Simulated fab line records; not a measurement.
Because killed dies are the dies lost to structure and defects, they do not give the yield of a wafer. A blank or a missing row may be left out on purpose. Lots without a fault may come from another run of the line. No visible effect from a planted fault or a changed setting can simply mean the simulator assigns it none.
Comparing a struck lot with a sound one ; flow n5 finfet ; 16 steps out of a route of 1938
Sound: wafers L140.2, L140.3, L140.4. Struck: wafer L157.3 (left out: L157.1, L157.5 of the same lot, which were not struck); the cause appears at the end.
Order at every step that has rows: each side's tool, ch and its chambers, its first start. Under that, the readings that differ: sound wafers ; struck wafers ; difference of the means ; sigmas: that difference in standard deviations of wafers without a fault.
alike: readings whose means differ by less than 2 such deviations, and words and numbers that are the same on both sides. not compared: withheld readings, readings that some wafer has no value for, bounds like >300 that may hide the same value, and numbers for which the record gives no deviation and whose values overlap.
Wherever a step has rows on one side only, a row that says differs or no value, or a row with sigmas, the two part there. Numbers that have no deviation but don't overlap get no sigmas and don't part them. A reading that every wafer of one side lacks parts them only if that side has two wafers or more.

first, 7 steps without rows for these wafers: N5_BEOL_M0_SAQP_COAT_87 (time 60 s, resist thk 5 nm); N5_BEOL_M0_SAQP_COAT_34 (resist thk 30 nm); N5_BEOL_M0_SAQP_EBR_36; N5_BEOL_M0_SAQP_SOFTBAKE_35 (time 60 s); N5_BEOL_M0_SAQP_EXPOSE_37 (exposes mask M0 CUT1, target cd 30 nm); N5_BEOL_M0_SAQP_PEB_38 (peb time 60 s); N5_BEOL_M0_SAQP_DEVELOP_39 (develop time 30 s).
N5_BEOL_M0_SAQP_CD_MEAS_40: target cd 30 nm.
  sound on cd sem-03 ch 0, day 6 01:18; struck on cd sem-01 ch 0, day 10 08:57
  alike: cd nm
N5_BEOL_M0_SAQP_OVL_MEAS_41:
  sound on overlay-02 ch 0, day 6 01:20; struck on overlay-01 ch 0, day 10 08:59
  alike: M0_CUT1_OVL
N5_BEOL_M0_SAQP_INSPECT_42: inspects for defects (brightfield).
  struck on defect inspect-01, day 10 09:02; sound on defect inspect-01, day 6 01:23
  alike: raw defect count
N5_BEOL_M0_SAQP_DESCUM_45: chemistry O2, time 7 s.
  sound on rie diel-02 ch 1,3, day 6 01:25; struck on rie diel-01 ch 0, day 10 09:04
reading;sound;struck;difference;sigmas
oes product au (a.u.);0.87 0.99 0.98;0.72;-0.23;-2
throttle valve pct (%);20.07 20.08 20.09;20.56;+0.48;+3
  alike: drypump motor current A, rf vpp V, showerhead plenum p Torr
  not compared: rf hours counter h
N5_BEOL_M0_SAQP_ETCH_88: etches underlayer in N2/H2, target depth 6.5 nm, time 5.2 s.
  sound on rie diel-02 ch 1,3, day 6 01:27; struck on rie diel-01 ch 0, day 10 09:07
reading;sound;struck;difference;sigmas
drypump motor current A (A);6.2 4.9 4.9;6.2;+0.9;+2
oes product au (a.u.);0.74 0.84 0.84;0.61;-0.20;-2
throttle valve pct (%);17.39 17.47 17.46;17.96;+0.52;+2
  alike: etch rf on time s, rf vpp V, showerhead plenum p Torr
  not compared: rf hours counter h
N5_BEOL_M0_SAQP_ETCH_73: etches SiARC in CF4, target depth 19.5 nm, time 32.5 s.
  sound on rie diel-02 ch 1,3, day 6 01:28; struck on rie diel-01 ch 0, day 10 09:08
reading;sound;struck;difference;sigmas
etch rf on time s (s);32.1 32.6 32.8;39.3;+6.8;+15
oes product au (a.u.);0.74 0.84 0.84;0.57;-0.24;-3
throttle valve pct (%);15.17 15.32 15.31;15.72;+0.45;+3
  alike: drypump motor current A, rf vpp V, showerhead plenum p Torr
  not compared: rf hours counter h
N5_BEOL_M0_SAQP_CUT_ETCH_46: etches SOC in N2/H2, target depth 135 nm, overetch 27 nm, time 202.5 s.
  sound on rie diel-02 ch 1,3, day 6 01:30; struck on rie diel-01 ch 0, day 10 09:10
reading;sound;struck;difference;sigmas
throttle valve pct (%);17.34 17.41 17.40;17.95;+0.57;+3
  alike: drypump motor current A, rf vpp V, showerhead plenum p Torr
  not compared: rf hours counter h
-- the record jumps here: 4 days lie between the struck wafers' starts before and after (it left off in module BEOL_M0_SAQP and takes up again in module BEOL_M4, whose first step shown is number 1111 of the route) --
N5_BEOL_M4_RC_MEAS_101:
  sound on prober-02 ch 0, day 9 16:38; struck on prober-02 ch 0, day 14 10:21
reading;sound;struck;difference;sigmas
ION_P (uA/um);473 461 467;455;-12;-2
  alike: DIBL_N, DIBL_P, IOFF_N, IOFF_P, ION_N, SS_N, SS_P, VT_N, VT_P
N5_PASSIVATION_PROBE_49:
  the record has rows for the sound wafers here (prober-02, day 14 05:49) and none for the struck ones

WHERE THEY PART
Last at N5_PASSIVATION_PROBE_49 as far as this record goes, first at N5_BEOL_M0_SAQP_DESCUM_45.

WHY: the cause the simulator had injected
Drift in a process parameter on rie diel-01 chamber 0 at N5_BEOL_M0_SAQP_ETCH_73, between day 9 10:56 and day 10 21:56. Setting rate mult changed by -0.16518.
